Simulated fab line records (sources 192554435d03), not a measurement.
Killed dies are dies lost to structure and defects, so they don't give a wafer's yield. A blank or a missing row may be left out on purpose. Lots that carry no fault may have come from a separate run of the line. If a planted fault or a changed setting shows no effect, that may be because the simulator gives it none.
Comparing a struck lot with a sound one || flow n5_finfet || 15 steps out of a route of 1938
Sound: these wafers, L944.1, L944.3, L944.6. Wafers struck: L955.2, L955.3, L955.6. The cause is named last.
Per side, at each step with rows, come the tool, then ch with its chambers, and then its first start. Under that, the readings that differ: sound wafers || struck wafers || difference of the means || sigmas: that difference in standard deviations of wafers without a fault.
alike: words and numbers the same on both sides, and readings whose means are apart by under 2 such deviations; not compared: readings that were withheld, readings missing a value for some wafer, numbers with overlapping values and no deviation given by the record, and bounds like >300 which may hide the same value.
The two part at a step that has a row with sigmas, a row that says differs or no value, or rows on one side only. Non-overlapping numbers with no deviation appear without sigmas and do not part them. A reading that every wafer of one side lacks parts them only if that side has two wafers or more.

N5_BEOL_M11_OCD_MEAS_38:
  sound: ocd-01 at day 11 00:34; struck: ocd-01 at day 13 19:13
  alike: trench_depth_nm
then, 4 steps without rows for these wafers: N5_BEOL_M11_HM_STRIP_39 (strips TiN in peroxide tin strip, target depth 25 nm, time 158 s); N5_BEOL_M11_SRD_40 (time 30 s); N5_BEOL_M11_PRECLEAN_42 (cleans in residue remover, time 60 s); N5_BEOL_M11_SRD_43 (time 30 s).
N5_BEOL_M11_CD_MEAS_35: the cd target is 70 nm.
  sound: cd_sem-03 at day 11 00:43; struck: cd_sem-03 at day 13 19:28
  alike: cd_nm
N5_BEOL_M11_CURE_72: cures SiCOH lowk, time 120 s.
  sound on uv_cure-03 ch 2, day 11 00:46; struck on uv_cure-02 ch 1, day 13 19:34
  alike: lamp_power_pct, wafer_temp_C_max
N5_BEOL_M11_DEGAS_44: time 60 s.
  sound: pvd_sputter-02 at day 11 01:11; struck: pvd_sputter-01 at day 13 19:50
  alike: heater_power_w
N5_BEOL_M11_PRE_CLEAN_45: time 30 s.
  sound: pvd_sputter-02 at day 11 01:13; struck: pvd_sputter-01 at day 13 19:52
  alike: heater_power_w
N5_BEOL_M11_ALD_74: deposits TaN, target thk 2 nm, pulse time 2 s, purge time 3 s.
  sound on ald_metal-02 ch 0,1,3, day 11 01:21; struck on ald_metal-02 ch 1,2, day 13 19:56
  alike: heater_power_w
N5_BEOL_M11_SURFACE_TREAT_76:
  sound: pvd_sputter-02 at day 11 01:38; struck: pvd_sputter-02 at day 13 20:15
  not compared: throttle_valve_pct
then, 1 step without rows for these wafers: N5_BEOL_M11_CVD_75 (deposits Co from CCTBA/H2, target thk 2 nm, time 138.9 s).
N5_BEOL_M11_SPUTTER_48: material Cu, target thk 12 nm, time 2 s.
  sound: pvd_sputter-01 at day 11 01:52; struck: pvd_sputter-01 at day 13 21:56
{"reading": "cathode_dc_power_W (W)", "sound": "26002 25993 25998", "struck": "28421 28423 28412", "difference": "+2421", "sigmas": "+99 or more"}
  alike: chuck_gas_flow_sccm, throttle_valve_pct
then, 1 step without rows for these wafers: N5_BEOL_M11_ECD_50 (material Cu, target thk 318 nm).
N5_PASSIVATION_PROBE_49:
  sound: prober-01 at day 13 01:38; struck: prober-01 at day 15 13:11
{"reading": "killed_at_M4_up", "sound": "21 21 15", "struck": "3 9 8", "difference": -12, "sigmas": -2}
  alike: defect_limited_yield, killed_at_M0_to_M3, killed_at_contacts, killed_at_front_end, killed_at_other, killed_dies, killed_on_rim, killed_open, killed_short, sort_bin_5_function, sort_bin_6_memory, sort_n_pass, sort_yield_pct

== WHERE THEY PART ==
First at N5_BEOL_M11_SPUTTER_48; last, within this record, at N5_PASSIVATION_PROBE_49.

WHY: what the simulator had put in
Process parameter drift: pvd_sputter-01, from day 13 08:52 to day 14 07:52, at N5_BEOL_M11_SPUTTER_48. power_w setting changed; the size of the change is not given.
